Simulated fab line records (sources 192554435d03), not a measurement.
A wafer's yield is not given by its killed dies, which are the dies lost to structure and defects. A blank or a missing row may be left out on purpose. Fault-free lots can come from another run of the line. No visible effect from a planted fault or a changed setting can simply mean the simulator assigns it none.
Which tool was responsible? | flow n5Finfet | 10 lots with 30 wafers sampled at 2 steps, on a route of 1938 steps

WHAT THE GAUGES READ, wafer by wafer
N5_PASSIVATION_OVL_MEAS_60.
lot  | measured     | on         | TV_OVL (nm)
L822 | day 11 20:20 | overlay-01 | 1 7 2
L824 | day 11 23:55 | overlay-02 | 2 5 -2
L825 | day 12 13:53 | overlay-02 | -9 1 -3
L826 | day 13 03:37 | overlay-01 | 0 7 3
L827 | day 13 14:31 | overlay-01 | -6 -6 -3
L829 | day 13 18:34 | overlay-02 | -7 0 -1
L830 | day 14 10:22 | overlay-01 | -1 -2 2
L831 | day 14 10:23 | overlay-02 | -2 4 2
L837 | day 15 16:04 | overlay-01 | 1 2 -1
L838 | day 16 08:08 | overlay-02 | 4 8 13

WHAT TOOL EACH LOT RAN ON (gives the tool, then ch and the chambers of the sampled wafers, and finally the start)
lot  | N5_BEOL_M5_ETCH_72
L822 | rieDiel-06 ch 2,3, day 8 03:31
L824 | rieDiel-06 ch 0,1,2, day 8 08:29
L825 | rieDiel-06 ch 2,3, day 8 12:04
L826 | rieDiel-06 ch 0,1,2, day 8 23:57
L827 | rieDiel-06 ch 0,1,2, day 9 03:49
L829 | rieDiel-06 ch 0,1, day 9 16:51
L830 | rieDiel-02 ch 0,2,3, day 9 22:16
L831 | rieDiel-02 ch 0,2, day 10 01:42
L837 | rieDiel-02 ch 1,2,3, day 11 12:39
L838 | rieDiel-02 ch 1,2, day 12 18:50
- N5_BEOL_M5_ETCH_72: etches underlayer in N2/H2, target depth 6.5 nm, time 5.2 s.

WHAT THE TOOLS THEMSELVES READ (means of the sampled wafers that have a number; where no wafer has one, the mark that the record gives instead)
N5_BEOL_M5_ETCH_72.
lot  | tool       | drypumpMotorCurrentA (A) | etchRfOnTimeS (s) | oesProductAu (a.u.) | rfVppV (V) | showerheadPlenumPTorr (Torr) | throttleValvePct (%)
L822 | rieDiel-06 | 5.74                     | 5.06              | 0.70                | 527.0      | 2.67                         | 17.53
L824 | rieDiel-06 | 5.50                     | 5.21              | 0.60                | 524.6      | 2.56                         | 17.99
L825 | rieDiel-06 | 5.57                     | 5.07              | 0.66                | 527.8      | 2.66                         | 17.70
L826 | rieDiel-06 | 5.50                     | 5.17              | 0.61                | 524.1      | 2.56                         | 17.99
L827 | rieDiel-06 | 5.51                     | 5.18              | 0.60                | 524.7      | 2.56                         | 17.99
L829 | rieDiel-06 | 5.65                     | 5.23              | 0.58                | 522.1      | 2.51                         | 18.07
L830 | rieDiel-02 | 5.43                     | 5.21              | 0.64                | 523.6      | 2.54                         | 17.77
L831 | rieDiel-02 | 5.62                     | 5.24              | 0.66                | 525.2      | 2.58                         | 17.60
L837 | rieDiel-02 | 5.63                     | 5.16              | 0.68                | 521.4      | 2.49                         | 17.71
L838 | rieDiel-02 | 5.73                     | 5.09              | 0.69                | 522.0      | 2.50                         | 17.70

THE ANSWER, worked out from the rows above alone
Rule: the usual values come from the lots themselves. Put in order of their means at a reading, lots are off if they are a third of the lots or fewer, leave a main group of 4 or more, and stand apart from it by a gap of 3 or more times the standard deviation of the main group's means; of several such gaps the widest counts. Not used: any main group whose means are identical at the precision the tables above print for the reading. A lot without any number at a reading at which 4 lots or more have one is off too. The other lots that the step has rows for count as sound. The gauges are gone through in route order, then the tools' own readings, and for those a lot's mean is taken as printed above. The first step at which some lot is off is used, and at that step the reading that is off furthest; a lot without a number counts as furthest.
No lot is off on any of the readings shown, so nothing can be concluded from this.

WHAT THE SIMULATOR HAD PUT IN
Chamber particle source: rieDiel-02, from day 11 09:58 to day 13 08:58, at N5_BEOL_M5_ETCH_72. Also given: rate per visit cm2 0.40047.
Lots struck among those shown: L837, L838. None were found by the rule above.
